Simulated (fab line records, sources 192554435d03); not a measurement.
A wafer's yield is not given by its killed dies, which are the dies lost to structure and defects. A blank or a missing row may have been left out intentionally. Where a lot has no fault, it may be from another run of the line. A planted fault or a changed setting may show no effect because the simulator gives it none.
Code-filled problem report in 8D (eight disciplines) form :: flow n5 finfet :: the parts of the form that need people (team, actions taken, sign-off) are left out

1. THE ISSUE
TV_OVL at N5_PASSIVATION_OVL_MEAS_60 reads a mean of 391 nm on 6 wafers of 2 lots; wafers without a fault read 0 nm with a standard deviation of 6.3. Relative to the usual mean, that is a shift of +62 standard deviations.
Earliest sighting: wafer L345.2 on overlay-02 at day 22 12:32. The record has a number at this step for 29 wafers belonging to 10 lots. Rule for "out" (also "out of limits"): further than 4 standard deviations from the usual mean. The rest of the wafers with a number are treated as sound.

2. WHAT IT IS; WHAT IT IS NOT
question: which readings at this step
is: TV_OVL
is not: -

question: which lots
is: L343, L345
is not: L329, L332, L333, L334, L336, L339, L348, L351

question: which wafers of those lots
is: all that have a number
is not: -

question: read on which gauges
is: overlay-01, overlay-02
is not: -

question: when
is: from day 22 12:32
is not: up to then (18 sound wafers); but 5 sound wafers of L348, L351 came after

3. SUSPECTS, AND WHAT RULES EACH OUT
Counting: any tool at a process step up to the reading is kept as a suspect provided that every lot that is out went through it and no sound lot did after the first of them.
- the gauge at N5_PASSIVATION_OVL_MEAS_60 is ruled out. Those wafers that are out were read across 2 gauges (overlay-01, overlay-02).
- krf scanner-01 at N5_PASSIVATION_EXPOSE_07 (exposes mask TV, defocus 0 nm, target cd 3000 nm): kept. Every lot that is out went through it, starting with L345 (day 22 12:20), and after that it ran no sound lot; the last sound lot it ran before then is L334 (day 19 23:47).
The count leaves krf scanner-01 at N5_PASSIVATION_EXPOSE_07.

4. THE CAUSE (what the simulator had put in)
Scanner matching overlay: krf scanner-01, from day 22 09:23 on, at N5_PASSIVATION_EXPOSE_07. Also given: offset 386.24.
Counting left only this tool.

5. THE CHAIN OF EFFECTS, in route order
Rows list readings where the struck wafers' mean (over those with a number) sits beyond 3 standard deviations from the usual. Only readings whose record carries a usual standard deviation are examined. hours: median over the lots of the time between each lot's start at the first step of this table that gives one and its start at this step. sigmas: the change, counted in usual standard deviations.
hours: 0
step: N5_PASSIVATION_OVL_MEAS_60
reading: TV_OVL
usual: 0 nm
on struck wafers: 391
change: +391
sigmas: +62

6. HOW IT WOULD HAVE BEEN CAUGHT EARLIER
Counted from the fault's start at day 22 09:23, it took 3 hours until the first out-of-limits reading at a measuring or inspecting step in this record, taken at day 22 12:32.
No tool reading at N5_PASSIVATION_EXPOSE_07 that has a usual standard deviation in the record was out on any struck wafer, so an alarm limit of 4 standard deviations on those readings would not have fired.
Lots out: 2; of these, L343 started N5_PASSIVATION_EXPOSE_07 on krf scanner-01 after day 22 12:32. A tool hold placed at that time would have kept it from harm.
